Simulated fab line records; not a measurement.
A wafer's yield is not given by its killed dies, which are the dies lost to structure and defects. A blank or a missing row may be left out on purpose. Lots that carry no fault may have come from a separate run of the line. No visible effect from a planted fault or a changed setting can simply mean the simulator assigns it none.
Which tool was responsible? || flow nandHarc || 24 lots, 72 wafers sampled, at 6 steps of a route of 1159

## WHAT THE GAUGES SHOWED, per wafer
NHARC_A_M0_INSPECT_27. Usual: rawDefectCount 475, standard deviation 120.
{"lot": "L074", "measured": "day 17 11:33", "on": "defectInspect-02", "rawDefectCount": "583 459 530", "flag": ""}
{"lot": "L075", "measured": "day 17 20:01", "on": "defectInspect-01", "rawDefectCount": "542 539 668", "flag": ""}
{"lot": "L077", "measured": "day 18 01:22", "on": "defectInspect-02", "rawDefectCount": "410 322 359", "flag": ""}
{"lot": "L076", "measured": "day 18 02:02", "on": "defectInspect-02", "rawDefectCount": "569 509 302", "flag": ""}
{"lot": "L079", "measured": "day 18 23:35", "on": "defectInspect-01", "rawDefectCount": "360 358 585", "flag": ""}
{"lot": "L078", "measured": "day 19 02:50", "on": "defectInspect-02", "rawDefectCount": "583 313 384", "flag": ""}
{"lot": "L080", "measured": "day 19 11:42", "on": "defectInspect-01", "rawDefectCount": "461 498 307", "flag": ""}
{"lot": "L081", "measured": "day 19 20:46", "on": "defectInspect-01", "rawDefectCount": "475 511 416", "flag": ""}
{"lot": "L084", "measured": "day 20 02:22", "on": "defectInspect-02", "rawDefectCount": "410 386 368", "flag": ""}
{"lot": "L083", "measured": "day 20 06:49", "on": "defectInspect-02", "rawDefectCount": "851 755 808", "flag": ""}
{"lot": "L082", "measured": "day 20 07:30", "on": "defectInspect-01", "rawDefectCount": "498 656 619", "flag": ""}
{"lot": "L086", "measured": "day 20 20:35", "on": "defectInspect-02", "rawDefectCount": "346 346 346", "flag": ""}
{"lot": "L085", "measured": "day 20 21:20", "on": "defectInspect-01", "rawDefectCount": "447 436 565", "flag": ""}
{"lot": "L088", "measured": "day 20 21:41", "on": "defectInspect-01", "rawDefectCount": "338 401 569", "flag": ""}
{"lot": "L087", "measured": "day 21 00:16", "on": "defectInspect-01", "rawDefectCount": "756 524 329", "flag": ""}
{"lot": "L089", "measured": "day 21 01:46", "on": "defectInspect-01", "rawDefectCount": "282 295 403", "flag": ""}
{"lot": "L092", "measured": "day 21 03:34", "on": "defectInspect-02", "rawDefectCount": "357 384 536", "flag": ""}
{"lot": "L090", "measured": "day 21 15:27", "on": "defectInspect-01", "rawDefectCount": "507 578 566", "flag": ""}
{"lot": "L091", "measured": "day 22 01:16", "on": "defectInspect-01", "rawDefectCount": "554 431 680", "flag": ""}
{"lot": "L093", "measured": "day 22 01:26", "on": "defectInspect-01", "rawDefectCount": "397 498 438", "flag": ""}
{"lot": "L094", "measured": "day 22 02:15", "on": "defectInspect-02", "rawDefectCount": "623 598 630", "flag": ""}
{"lot": "L096", "measured": "day 22 21:09", "on": "defectInspect-02", "rawDefectCount": "568 672 540", "flag": ""}
{"lot": "L097", "measured": "day 23 02:57", "on": "defectInspect-01", "rawDefectCount": "538 318 411", "flag": ""}
{"lot": "L095", "measured": "day 23 10:17", "on": "defectInspect-02", "rawDefectCount": "370 460 389", "flag": ""}

NHARC_A_M1_INSPECT_27. Usual: rawDefectCount 432, standard deviation 98.
{"lot": "L074", "measured": "day 17 15:48", "on": "defectInspect-01", "rawDefectCount": "568 302 514", "flag": ""}
{"lot": "L075", "measured": "day 18 00:37", "on": "defectInspect-02", "rawDefectCount": "366 504 552", "flag": ""}
{"lot": "L077", "measured": "day 18 05:31", "on": "defectInspect-01", "rawDefectCount": "694 355 470", "flag": ""}
{"lot": "L076", "measured": "day 18 06:15", "on": "defectInspect-02", "rawDefectCount": "389 340 342", "flag": ""}
{"lot": "L079", "measured": "day 19 03:43", "on": "defectInspect-02", "rawDefectCount": "399 382 515", "flag": ""}
{"lot": "L078", "measured": "day 19 07:01", "on": "defectInspect-02", "rawDefectCount": "479 389 423", "flag": ""}
{"lot": "L080", "measured": "day 19 16:18", "on": "defectInspect-01", "rawDefectCount": "457 347 321", "flag": ""}
{"lot": "L081", "measured": "day 20 01:11", "on": "defectInspect-02", "rawDefectCount": "488 450 378", "flag": ""}
{"lot": "L084", "measured": "day 20 07:01", "on": "defectInspect-02", "rawDefectCount": "316 355 334", "flag": ""}
{"lot": "L083", "measured": "day 20 11:07", "on": "defectInspect-02", "rawDefectCount": "401 408 310", "flag": ""}
{"lot": "L082", "measured": "day 20 11:59", "on": "defectInspect-02", "rawDefectCount": "363 532 354", "flag": ""}
{"lot": "L086", "measured": "day 21 00:46", "on": "defectInspect-02", "rawDefectCount": "350 409 307", "flag": ""}
{"lot": "L085", "measured": "day 21 02:15", "on": "defectInspect-01", "rawDefectCount": "462 565 426", "flag": ""}
{"lot": "L088", "measured": "day 21 02:17", "on": "defectInspect-02", "rawDefectCount": "383 380 628", "flag": ""}
{"lot": "L087", "measured": "day 21 04:17", "on": "defectInspect-02", "rawDefectCount": "419 496 348", "flag": ""}
{"lot": "L089", "measured": "day 21 06:38", "on": "defectInspect-01", "rawDefectCount": "346 322 438", "flag": ""}
{"lot": "L092", "measured": "day 21 07:49", "on": "defectInspect-02", "rawDefectCount": "675 363 610", "flag": ""}
{"lot": "L090", "measured": "day 21 19:30", "on": "defectInspect-02", "rawDefectCount": "357 367 355", "flag": ""}
{"lot": "L091", "measured": "day 22 05:16", "on": "defectInspect-02", "rawDefectCount": "387 328 338", "flag": ""}
{"lot": "L093", "measured": "day 22 05:46", "on": "defectInspect-01", "rawDefectCount": "366 372 484", "flag": ""}
{"lot": "L094", "measured": "day 22 06:22", "on": "defectInspect-02", "rawDefectCount": "586 494 416", "flag": ""}
{"lot": "L096", "measured": "day 23 01:54", "on": "defectInspect-02", "rawDefectCount": "332 347 341", "flag": ""}
{"lot": "L097", "measured": "day 23 07:11", "on": "defectInspect-02", "rawDefectCount": "318 277 326", "flag": ""}
{"lot": "L095", "measured": "day 23 15:06", "on": "defectInspect-02", "rawDefectCount": "484 377 675", "flag": ""}

NHARC_A_BONDPAD_CD_MEAS_13. Usual: cdNm 499.4 nm, standard deviation 2.4.
{"lot": "L074", "measured": "day 17 18:09", "on": "cdSem-02", "cdNm (nm)": "498.0 499.6 495.7", "flag": ""}
{"lot": "L075", "measured": "day 18 03:11", "on": "cdSem-01", "cdNm (nm)": "501.3 501.0 500.9", "flag": ""}
{"lot": "L077", "measured": "day 18 07:51", "on": "cdSem-01", "cdNm (nm)": "497.9 493.7 498.9", "flag": ""}
{"lot": "L076", "measured": "day 18 08:42", "on": "cdSem-02", "cdNm (nm)": "503.3 500.3 504.2", "flag": ""}
{"lot": "L079", "measured": "day 19 06:03", "on": "cdSem-03", "cdNm (nm)": "495.8 500.2 499.0", "flag": ""}
{"lot": "L078", "measured": "day 19 09:29", "on": "cdSem-03", "cdNm (nm)": "497.2 500.2 502.5", "flag": ""}
{"lot": "L080", "measured": "day 19 18:37", "on": "cdSem-01", "cdNm (nm)": "502.2 501.3 496.2", "flag": ""}
{"lot": "L081", "measured": "day 20 03:52", "on": "cdSem-02", "cdNm (nm)": "499.3 496.5 499.3", "flag": ""}
{"lot": "L084", "measured": "day 20 09:24", "on": "cdSem-02", "cdNm (nm)": "496.7 502.1 502.5", "flag": ""}
{"lot": "L083", "measured": "day 20 13:35", "on": "cdSem-03", "cdNm (nm)": "498.4 498.1 500.7", "flag": ""}
{"lot": "L082", "measured": "day 20 14:29", "on": "cdSem-02", "cdNm (nm)": "502.2 502.5 502.7", "flag": ""}
{"lot": "L086", "measured": "day 21 03:38", "on": "cdSem-03", "cdNm (nm)": "497.3 495.3 495.6", "flag": ""}
{"lot": "L085", "measured": "day 21 04:51", "on": "cdSem-03", "cdNm (nm)": "500.1 502.4 500.0", "flag": ""}
{"lot": "L088", "measured": "day 21 05:16", "on": "cdSem-03", "cdNm (nm)": "497.0 496.7 497.1", "flag": ""}
{"lot": "L087", "measured": "day 21 06:41", "on": "cdSem-01", "cdNm (nm)": "497.7 494.9 500.8", "flag": ""}
{"lot": "L089", "measured": "day 21 09:12", "on": "cdSem-01", "cdNm (nm)": "502.7 503.3 498.2", "flag": ""}
{"lot": "L092", "measured": "day 21 10:17", "on": "cdSem-02", "cdNm (nm)": "499.4 497.9 499.4", "flag": ""}
{"lot": "L090", "measured": "day 21 21:58", "on": "cdSem-03", "cdNm (nm)": "494.9 497.2 494.6", "flag": ""}
{"lot": "L091", "measured": "day 22 07:46", "on": "cdSem-02", "cdNm (nm)": "497.4 502.2 502.0", "flag": ""}
{"lot": "L093", "measured": "day 22 08:40", "on": "cdSem-01", "cdNm (nm)": "495.5 497.0 497.9", "flag": ""}
{"lot": "L094", "measured": "day 22 08:56", "on": "cdSem-01", "cdNm (nm)": "497.5 498.9 500.8", "flag": ""}
{"lot": "L096", "measured": "day 23 04:32", "on": "cdSem-02", "cdNm (nm)": "497.3 497.4 500.5", "flag": ""}
{"lot": "L097", "measured": "day 23 09:40", "on": "cdSem-03", "cdNm (nm)": "499.8 501.4 503.2", "flag": ""}
{"lot": "L095", "measured": "day 23 17:38", "on": "cdSem-02", "cdNm (nm)": "498.9 497.9 497.1", "flag": ""}

## WHAT TOOL EACH LOT RAN ON (gives the tool, then ch and the chambers of the sampled wafers, and finally the start)
{"lot": "L074", "NHARC_A_CONTACT_ETCH_136": "harCapEtch-03 ch 0,1, day 16 19:01", "NHARC_A_CONTACT_ETCH_98": "rieDiel-10 ch 0,1,2, day 17 11:33 or earlier", "NHARC_A_M1_ETCH_28": "rieDiel-04 ch 0,1,2, day 17 15:48 or earlier"}
{"lot": "L075", "NHARC_A_CONTACT_ETCH_136": "harCapEtch-03 ch 0,1, day 17 00:33", "NHARC_A_CONTACT_ETCH_98": "rieDiel-11 ch 0,1,2, day 17 20:01 or earlier", "NHARC_A_M1_ETCH_28": "rieDiel-13 ch 0,1,2, day 18 00:37 or earlier"}
{"lot": "L077", "NHARC_A_CONTACT_ETCH_136": "harCapEtch-03 ch 0,1, day 17 10:34", "NHARC_A_CONTACT_ETCH_98": "rieDiel-10 ch 0,1,2, day 18 01:22 or earlier", "NHARC_A_M1_ETCH_28": "rieDiel-13 ch 1,2, day 18 05:31 or earlier"}
{"lot": "L076", "NHARC_A_CONTACT_ETCH_136": "harCapEtch-01 ch 0,1, day 17 14:12", "NHARC_A_CONTACT_ETCH_98": "rieDiel-10 ch 2,3, day 18 02:02 or earlier", "NHARC_A_M1_ETCH_28": "rieDiel-13 ch 0,2,3, day 18 06:15 or earlier"}
{"lot": "L079", "NHARC_A_CONTACT_ETCH_136": "harCapEtch-03 ch 1, day 18 02:25", "NHARC_A_CONTACT_ETCH_98": "rieDiel-03 ch 0,1,3, day 18 23:35 or earlier", "NHARC_A_M1_ETCH_28": "rieDiel-04 ch 1,2,3, day 19 03:43 or earlier"}
{"lot": "L078", "NHARC_A_CONTACT_ETCH_136": "harCapEtch-02 ch 1, day 18 09:11", "NHARC_A_CONTACT_ETCH_98": "rieDiel-03 ch 0,2, day 19 02:50 or earlier", "NHARC_A_M1_ETCH_28": "rieDiel-08 ch 1,2,3, day 19 07:01 or earlier"}
{"lot": "L080", "NHARC_A_CONTACT_ETCH_136": "harCapEtch-03 ch 0,1, day 18 20:32", "NHARC_A_CONTACT_ETCH_98": "rieDiel-11 ch 0,3, day 19 11:42 or earlier", "NHARC_A_M1_ETCH_28": "rieDiel-08 ch 1,2,3, day 19 16:18 or earlier"}
{"lot": "L081", "NHARC_A_CONTACT_ETCH_136": "harCapEtch-02 ch 0,1, day 19 02:38", "NHARC_A_CONTACT_ETCH_98": "rieDiel-03 ch 0,1,2, day 19 20:46 or earlier", "NHARC_A_M1_ETCH_28": "rieDiel-04 ch 0,2,3, day 20 01:11 or earlier"}
{"lot": "L084", "NHARC_A_CONTACT_ETCH_136": "harCapEtch-02 ch 1, day 19 11:13", "NHARC_A_CONTACT_ETCH_98": "rieDiel-10 ch 1,2,3, day 20 02:22 or earlier", "NHARC_A_M1_ETCH_28": "rieDiel-04 ch 1,2,3, day 20 07:01 or earlier"}
{"lot": "L083", "NHARC_A_CONTACT_ETCH_136": "harCapEtch-01 ch 0,1, day 19 18:03", "NHARC_A_CONTACT_ETCH_98": "rieDiel-03 ch 0,1,3, day 20 06:49 or earlier", "NHARC_A_M1_ETCH_28": "rieDiel-04 ch 0,1,2, day 20 11:07 or earlier"}
{"lot": "L082", "NHARC_A_CONTACT_ETCH_136": "harCapEtch-03 ch 0,1, day 19 20:35", "NHARC_A_CONTACT_ETCH_98": "rieDiel-10 ch 1,2,3, day 20 07:30 or earlier", "NHARC_A_M1_ETCH_28": "rieDiel-08 ch 1,2,3, day 20 11:59 or earlier"}
{"lot": "L086", "NHARC_A_CONTACT_ETCH_136": "harCapEtch-03 ch 0,1, day 20 02:31", "NHARC_A_CONTACT_ETCH_98": "rieDiel-10 ch 0,1,2, day 20 20:35 or earlier", "NHARC_A_M1_ETCH_28": "rieDiel-04 ch 0,2,3, day 21 00:46 or earlier"}
{"lot": "L085", "NHARC_A_CONTACT_ETCH_136": "harCapEtch-03 ch 0,1, day 20 06:19", "NHARC_A_CONTACT_ETCH_98": "rieDiel-10 ch 1,2,3, day 20 21:20 or earlier", "NHARC_A_M1_ETCH_28": "rieDiel-13 ch 0,1,2, day 21 02:15 or earlier"}
{"lot": "L088", "NHARC_A_CONTACT_ETCH_136": "harCapEtch-02 ch 0,1, day 20 06:40", "NHARC_A_CONTACT_ETCH_98": "rieDiel-03 ch 0,1,2, day 20 21:41 or earlier", "NHARC_A_M1_ETCH_28": "rieDiel-04 ch 0,3, day 21 02:17 or earlier"}
{"lot": "L087", "NHARC_A_CONTACT_ETCH_136": "harCapEtch-02 ch 0,1, day 20 13:35", "NHARC_A_CONTACT_ETCH_98": "rieDiel-11 ch 2,3, day 21 00:16 or earlier", "NHARC_A_M1_ETCH_28": "rieDiel-13 ch 1,2, day 21 04:17 or earlier"}
{"lot": "L089", "NHARC_A_CONTACT_ETCH_136": "harCapEtch-03 ch 0,1, day 20 15:07", "NHARC_A_CONTACT_ETCH_98": "rieDiel-11 ch 0,2, day 21 01:46 or earlier", "NHARC_A_M1_ETCH_28": "rieDiel-13 ch 1,3, day 21 06:38 or earlier"}
{"lot": "L092", "NHARC_A_CONTACT_ETCH_136": "harCapEtch-01 ch 0,1, day 20 16:55", "NHARC_A_CONTACT_ETCH_98": "rieDiel-10 ch 1,2,3, day 21 03:34 or earlier", "NHARC_A_M1_ETCH_28": "rieDiel-04 ch 0,1,2, day 21 07:49 or earlier"}
{"lot": "L090", "NHARC_A_CONTACT_ETCH_136": "harCapEtch-01 ch 0,1, day 20 19:42", "NHARC_A_CONTACT_ETCH_98": "rieDiel-11 ch 0,2,3, day 21 15:27 or earlier", "NHARC_A_M1_ETCH_28": "rieDiel-08 ch 0,1,3, day 21 19:30 or earlier"}
{"lot": "L091", "NHARC_A_CONTACT_ETCH_136": "harCapEtch-01 ch 0,1, day 21 01:38", "NHARC_A_CONTACT_ETCH_98": "rieDiel-10 ch 0,3, day 22 01:16 or earlier", "NHARC_A_M1_ETCH_28": "rieDiel-04 ch 1,2,3, day 22 05:16 or earlier"}
{"lot": "L093", "NHARC_A_CONTACT_ETCH_136": "harCapEtch-01 ch 0,1, day 21 11:05", "NHARC_A_CONTACT_ETCH_98": "rieDiel-11 ch 0,1,2, day 22 01:26 or earlier", "NHARC_A_M1_ETCH_28": "rieDiel-13 ch 1,2,3, day 22 05:46 or earlier"}
{"lot": "L094", "NHARC_A_CONTACT_ETCH_136": "harCapEtch-02 ch 0,1, day 21 12:20", "NHARC_A_CONTACT_ETCH_98": "rieDiel-11 ch 0,1,2, day 22 02:15 or earlier", "NHARC_A_M1_ETCH_28": "rieDiel-13 ch 1,2,3, day 22 06:22 or earlier"}
{"lot": "L096", "NHARC_A_CONTACT_ETCH_136": "harCapEtch-03 ch 0,1, day 22 03:18", "NHARC_A_CONTACT_ETCH_98": "rieDiel-11 ch 1,2,3, day 22 21:09 or earlier", "NHARC_A_M1_ETCH_28": "rieDiel-08 ch 0,1,3, day 23 01:54 or earlier"}
{"lot": "L097", "NHARC_A_CONTACT_ETCH_136": "harCapEtch-01 ch 0,1, day 22 05:24", "NHARC_A_CONTACT_ETCH_98": "rieDiel-11 ch 2,3, day 23 02:57 or earlier", "NHARC_A_M1_ETCH_28": "rieDiel-13 ch 0,1,3, day 23 07:11 or earlier"}
{"lot": "L095", "NHARC_A_CONTACT_ETCH_136": "harCapEtch-02 ch 0,1, day 22 10:34", "NHARC_A_CONTACT_ETCH_98": "rieDiel-10 ch 1,2, day 23 10:17 or earlier", "NHARC_A_M1_ETCH_28": "rieDiel-04 ch 0,1, day 23 15:06 or earlier"}
- NHARC_A_CONTACT_ETCH_136: etches the open film in C4F8/O2/Ar, time 132 s, target depth 1287 nm.
- NHARC_A_CONTACT_ETCH_98: etches the open film in C4F6/O2, target depth 20 nm, time 10 s.
- NHARC_A_M1_ETCH_28: etches the open film in CF4/N2, target depth 30 nm, time 72.99 s.

## WHAT THE TOOLS THEMSELVES READ (means of the sampled wafers that have a number; where no wafer has one, the mark that the record gives instead)
NHARC_A_CONTACT_ETCH_98. Usual: drypumpMotorCurrentA 5.7 A, standard deviation 0.46; oesProductAu 0.955 a.u., standard deviation 0.02; rfVppV 546 V, standard deviation 4.5; showerheadPlenumPTorr 3.88 Torr, standard deviation 0.22; throttleValvePct 26.902 %, standard deviation 0.0099.
{"lot": "L074", "tool": "rieDiel-10", "drypumpMotorCurrentA (A)": 5.7, "oesProductAu (a.u.)": 0.954, "rfVppV (V)": 546, "showerheadPlenumPTorr (Torr)": 3.89, "throttleValvePct (%)": 26.900, "flag": ""}
{"lot": "L075", "tool": "rieDiel-11", "drypumpMotorCurrentA (A)": 6.1, "oesProductAu (a.u.)": 0.997, "rfVppV (V)": 546, "showerheadPlenumPTorr (Torr)": 3.85, "throttleValvePct (%)": 26.903, "flag": ""}
{"lot": "L077", "tool": "rieDiel-10", "drypumpMotorCurrentA (A)": 5.7, "oesProductAu (a.u.)": 0.953, "rfVppV (V)": 547, "showerheadPlenumPTorr (Torr)": 3.88, "throttleValvePct (%)": 26.904, "flag": ""}
{"lot": "L076", "tool": "rieDiel-10", "drypumpMotorCurrentA (A)": 5.8, "oesProductAu (a.u.)": 0.955, "rfVppV (V)": 548, "showerheadPlenumPTorr (Torr)": 4.02, "throttleValvePct (%)": 26.905, "flag": ""}
{"lot": "L079", "tool": "rieDiel-03", "drypumpMotorCurrentA (A)": 5.5, "oesProductAu (a.u.)": 0.958, "rfVppV (V)": 550, "showerheadPlenumPTorr (Torr)": 4.05, "throttleValvePct (%)": 26.899, "flag": ""}
{"lot": "L078", "tool": "rieDiel-03", "drypumpMotorCurrentA (A)": 5.6, "oesProductAu (a.u.)": 0.965, "rfVppV (V)": 551, "showerheadPlenumPTorr (Torr)": 4.15, "throttleValvePct (%)": 26.900, "flag": ""}
{"lot": "L080", "tool": "rieDiel-11", "drypumpMotorCurrentA (A)": 5.8, "oesProductAu (a.u.)": 0.958, "rfVppV (V)": 545, "showerheadPlenumPTorr (Torr)": 3.86, "throttleValvePct (%)": 26.901, "flag": ""}
{"lot": "L081", "tool": "rieDiel-03", "drypumpMotorCurrentA (A)": 5.5, "oesProductAu (a.u.)": 0.979, "rfVppV (V)": 549, "showerheadPlenumPTorr (Torr)": 4.03, "throttleValvePct (%)": 26.907, "flag": ""}
{"lot": "L084", "tool": "rieDiel-10", "drypumpMotorCurrentA (A)": 5.5, "oesProductAu (a.u.)": 0.959, "rfVppV (V)": 546, "showerheadPlenumPTorr (Torr)": 3.87, "throttleValvePct (%)": 26.902, "flag": ""}
{"lot": "L083", "tool": "rieDiel-03", "drypumpMotorCurrentA (A)": 5.5, "oesProductAu (a.u.)": 0.958, "rfVppV (V)": 550, "showerheadPlenumPTorr (Torr)": 4.05, "throttleValvePct (%)": 26.899, "flag": ""}
{"lot": "L082", "tool": "rieDiel-10", "drypumpMotorCurrentA (A)": 5.5, "oesProductAu (a.u.)": 0.954, "rfVppV (V)": 545, "showerheadPlenumPTorr (Torr)": 3.87, "throttleValvePct (%)": 26.906, "flag": ""}
{"lot": "L086", "tool": "rieDiel-10", "drypumpMotorCurrentA (A)": 5.7, "oesProductAu (a.u.)": 0.942, "rfVppV (V)": 546, "showerheadPlenumPTorr (Torr)": 3.88, "throttleValvePct (%)": 26.903, "flag": ""}
{"lot": "L085", "tool": "rieDiel-10", "drypumpMotorCurrentA (A)": 5.5, "oesProductAu (a.u.)": 0.949, "rfVppV (V)": 546, "showerheadPlenumPTorr (Torr)": 3.86, "throttleValvePct (%)": 26.903, "flag": ""}
{"lot": "L088", "tool": "rieDiel-03", "drypumpMotorCurrentA (A)": 5.5, "oesProductAu (a.u.)": 0.953, "rfVppV (V)": 549, "showerheadPlenumPTorr (Torr)": 4.02, "throttleValvePct (%)": 26.902, "flag": ""}
{"lot": "L087", "tool": "rieDiel-11", "drypumpMotorCurrentA (A)": 5.8, "oesProductAu (a.u.)": 0.939, "rfVppV (V)": 541, "showerheadPlenumPTorr (Torr)": 3.66, "throttleValvePct (%)": 26.906, "flag": ""}
{"lot": "L089", "tool": "rieDiel-11", "drypumpMotorCurrentA (A)": 6.4, "oesProductAu (a.u.)": 0.942, "rfVppV (V)": 545, "showerheadPlenumPTorr (Torr)": 3.82, "throttleValvePct (%)": 26.904, "flag": ""}
{"lot": "L092", "tool": "rieDiel-10", "drypumpMotorCurrentA (A)": 5.5, "oesProductAu (a.u.)": 0.966, "rfVppV (V)": 545, "showerheadPlenumPTorr (Torr)": 3.86, "throttleValvePct (%)": 26.896, "flag": ""}
{"lot": "L090", "tool": "rieDiel-11", "drypumpMotorCurrentA (A)": 6.1, "oesProductAu (a.u.)": 0.930, "rfVppV (V)": 545, "showerheadPlenumPTorr (Torr)": 3.84, "throttleValvePct (%)": 26.902, "flag": ""}
{"lot": "L091", "tool": "rieDiel-10", "drypumpMotorCurrentA (A)": 5.5, "oesProductAu (a.u.)": 0.972, "rfVppV (V)": 545, "showerheadPlenumPTorr (Torr)": 3.84, "throttleValvePct (%)": 26.891, "flag": ""}
{"lot": "L093", "tool": "rieDiel-11", "drypumpMotorCurrentA (A)": 6.1, "oesProductAu (a.u.)": 0.967, "rfVppV (V)": 546, "showerheadPlenumPTorr (Torr)": 3.83, "throttleValvePct (%)": 26.914, "flag": ""}
{"lot": "L094", "tool": "rieDiel-11", "drypumpMotorCurrentA (A)": 6.2, "oesProductAu (a.u.)": 0.931, "rfVppV (V)": 545, "showerheadPlenumPTorr (Torr)": 3.83, "throttleValvePct (%)": 26.902, "flag": ""}
{"lot": "L096", "tool": "rieDiel-11", "drypumpMotorCurrentA (A)": 5.6, "oesProductAu (a.u.)": 0.941, "rfVppV (V)": 541, "showerheadPlenumPTorr (Torr)": 3.66, "throttleValvePct (%)": 26.902, "flag": ""}
{"lot": "L097", "tool": "rieDiel-11", "drypumpMotorCurrentA (A)": 5.6, "oesProductAu (a.u.)": 0.945, "rfVppV (V)": 542, "showerheadPlenumPTorr (Torr)": 3.67, "throttleValvePct (%)": 26.896, "flag": ""}
{"lot": "L095", "tool": "rieDiel-10", "drypumpMotorCurrentA (A)": 5.8, "oesProductAu (a.u.)": 0.932, "rfVppV (V)": 547, "showerheadPlenumPTorr (Torr)": 3.95, "throttleValvePct (%)": 26.888, "flag": ""}

NHARC_A_M1_ETCH_28. Usual: drypumpMotorCurrentA 5.6 A, standard deviation 0.44; oesProductAu 1.000 a.u., standard deviation 0.011; rfVppV 314.8 V, standard deviation 1.7; showerheadPlenumPTorr 2.66 Torr, standard deviation 0.09; throttleValvePct 19.795 %, standard deviation 0.009.
{"lot": "L074", "tool": "rieDiel-04", "drypumpMotorCurrentA (A)": 5.7, "oesProductAu (a.u.)": 1.001, "rfVppV (V)": 315.2, "showerheadPlenumPTorr (Torr)": 2.69, "throttleValvePct (%)": 19.801, "flag": ""}
{"lot": "L075", "tool": "rieDiel-13", "drypumpMotorCurrentA (A)": 5.2, "oesProductAu (a.u.)": 0.995, "rfVppV (V)": 315.8, "showerheadPlenumPTorr (Torr)": 2.68, "throttleValvePct (%)": 19.793, "flag": ""}
{"lot": "L077", "tool": "rieDiel-13", "drypumpMotorCurrentA (A)": 5.2, "oesProductAu (a.u.)": 0.988, "rfVppV (V)": 315.7, "showerheadPlenumPTorr (Torr)": 2.68, "throttleValvePct (%)": 19.787, "flag": ""}
{"lot": "L076", "tool": "rieDiel-13", "drypumpMotorCurrentA (A)": 5.6, "oesProductAu (a.u.)": 0.997, "rfVppV (V)": 314.1, "showerheadPlenumPTorr (Torr)": 2.63, "throttleValvePct (%)": 19.789, "flag": ""}
{"lot": "L079", "tool": "rieDiel-04", "drypumpMotorCurrentA (A)": 5.5, "oesProductAu (a.u.)": 0.999, "rfVppV (V)": 315.0, "showerheadPlenumPTorr (Torr)": 2.68, "throttleValvePct (%)": 19.787, "flag": ""}
{"lot": "L078", "tool": "rieDiel-08", "drypumpMotorCurrentA (A)": 5.8, "oesProductAu (a.u.)": 1.004, "rfVppV (V)": 314.7, "showerheadPlenumPTorr (Torr)": 2.66, "throttleValvePct (%)": 19.793, "flag": ""}
{"lot": "L080", "tool": "rieDiel-08", "drypumpMotorCurrentA (A)": 5.8, "oesProductAu (a.u.)": 1.022, "rfVppV (V)": 315.2, "showerheadPlenumPTorr (Torr)": 2.65, "throttleValvePct (%)": 19.800, "flag": ""}
{"lot": "L081", "tool": "rieDiel-04", "drypumpMotorCurrentA (A)": 5.5, "oesProductAu (a.u.)": 0.999, "rfVppV (V)": 316.5, "showerheadPlenumPTorr (Torr)": 2.73, "throttleValvePct (%)": 19.799, "flag": ""}
{"lot": "L084", "tool": "rieDiel-04", "drypumpMotorCurrentA (A)": 5.5, "oesProductAu (a.u.)": 1.003, "rfVppV (V)": 315.5, "showerheadPlenumPTorr (Torr)": 2.68, "throttleValvePct (%)": 19.798, "flag": ""}
{"lot": "L083", "tool": "rieDiel-04", "drypumpMotorCurrentA (A)": 5.7, "oesProductAu (a.u.)": 1.005, "rfVppV (V)": 314.7, "showerheadPlenumPTorr (Torr)": 2.68, "throttleValvePct (%)": 19.793, "flag": ""}
{"lot": "L082", "tool": "rieDiel-08", "drypumpMotorCurrentA (A)": 5.8, "oesProductAu (a.u.)": 1.008, "rfVppV (V)": 314.7, "showerheadPlenumPTorr (Torr)": 2.65, "throttleValvePct (%)": 19.796, "flag": ""}
{"lot": "L086", "tool": "rieDiel-04", "drypumpMotorCurrentA (A)": 5.5, "oesProductAu (a.u.)": 1.001, "rfVppV (V)": 315.3, "showerheadPlenumPTorr (Torr)": 2.73, "throttleValvePct (%)": 19.795, "flag": ""}
{"lot": "L085", "tool": "rieDiel-13", "drypumpMotorCurrentA (A)": 5.2, "oesProductAu (a.u.)": 0.996, "rfVppV (V)": 315.2, "showerheadPlenumPTorr (Torr)": 2.68, "throttleValvePct (%)": 19.794, "flag": ""}
{"lot": "L088", "tool": "rieDiel-04", "drypumpMotorCurrentA (A)": 5.6, "oesProductAu (a.u.)": 1.011, "rfVppV (V)": 314.9, "showerheadPlenumPTorr (Torr)": 2.69, "throttleValvePct (%)": 19.796, "flag": ""}
{"lot": "L087", "tool": "rieDiel-13", "drypumpMotorCurrentA (A)": 5.0, "oesProductAu (a.u.)": 1.007, "rfVppV (V)": 315.2, "showerheadPlenumPTorr (Torr)": 2.66, "throttleValvePct (%)": 19.795, "flag": ""}
{"lot": "L089", "tool": "rieDiel-13", "drypumpMotorCurrentA (A)": 5.2, "oesProductAu (a.u.)": 1.005, "rfVppV (V)": 313.5, "showerheadPlenumPTorr (Torr)": 2.59, "throttleValvePct (%)": 19.802, "flag": ""}
{"lot": "L092", "tool": "rieDiel-04", "drypumpMotorCurrentA (A)": 5.7, "oesProductAu (a.u.)": 0.998, "rfVppV (V)": 315.4, "showerheadPlenumPTorr (Torr)": 2.68, "throttleValvePct (%)": 19.798, "flag": ""}
{"lot": "L090", "tool": "rieDiel-08", "drypumpMotorCurrentA (A)": 6.0, "oesProductAu (a.u.)": 0.996, "rfVppV (V)": 315.6, "showerheadPlenumPTorr (Torr)": 2.71, "throttleValvePct (%)": 19.788, "flag": ""}
{"lot": "L091", "tool": "rieDiel-04", "drypumpMotorCurrentA (A)": 5.6, "oesProductAu (a.u.)": 1.003, "rfVppV (V)": 315.0, "showerheadPlenumPTorr (Torr)": 2.68, "throttleValvePct (%)": 19.791, "flag": ""}
{"lot": "L093", "tool": "rieDiel-13", "drypumpMotorCurrentA (A)": 5.4, "oesProductAu (a.u.)": 1.001, "rfVppV (V)": 314.4, "showerheadPlenumPTorr (Torr)": 2.61, "throttleValvePct (%)": 19.801, "flag": ""}
{"lot": "L094", "tool": "rieDiel-13", "drypumpMotorCurrentA (A)": 5.4, "oesProductAu (a.u.)": 1.004, "rfVppV (V)": 314.5, "showerheadPlenumPTorr (Torr)": 2.61, "throttleValvePct (%)": 19.799, "flag": ""}
{"lot": "L096", "tool": "rieDiel-08", "drypumpMotorCurrentA (A)": 5.9, "oesProductAu (a.u.)": 0.999, "rfVppV (V)": 315.4, "showerheadPlenumPTorr (Torr)": 2.70, "throttleValvePct (%)": 19.799, "flag": ""}
{"lot": "L097", "tool": "rieDiel-13", "drypumpMotorCurrentA (A)": 5.4, "oesProductAu (a.u.)": 0.998, "rfVppV (V)": 313.8, "showerheadPlenumPTorr (Torr)": 2.61, "throttleValvePct (%)": 19.797, "flag": ""}
{"lot": "L095", "tool": "rieDiel-04", "drypumpMotorCurrentA (A)": 5.9, "oesProductAu (a.u.)": 0.991, "rfVppV (V)": 314.3, "showerheadPlenumPTorr (Torr)": 2.64, "throttleValvePct (%)": 19.795, "flag": ""}

## THE ANSWER, worked out from the rows above alone
Rule: a lot counts as off when the mean over its wafers that have a number is more than 3 standard deviations away from the usual mean. A lot without any number at a reading at which 4 lots or more have one is off too. Where the step has rows for the other lots, those lots are counted as sound. The gauges are gone through in route order, then the tools' own readings, and for those a lot's mean is taken as printed above. The first step at which some lot is off is used, and at that step the reading that is off furthest; a lot without a number counts as furthest.
No lot is off at any reading shown: from this, nothing can be told.

## WHAT THE SIMULATOR HAD PUT IN
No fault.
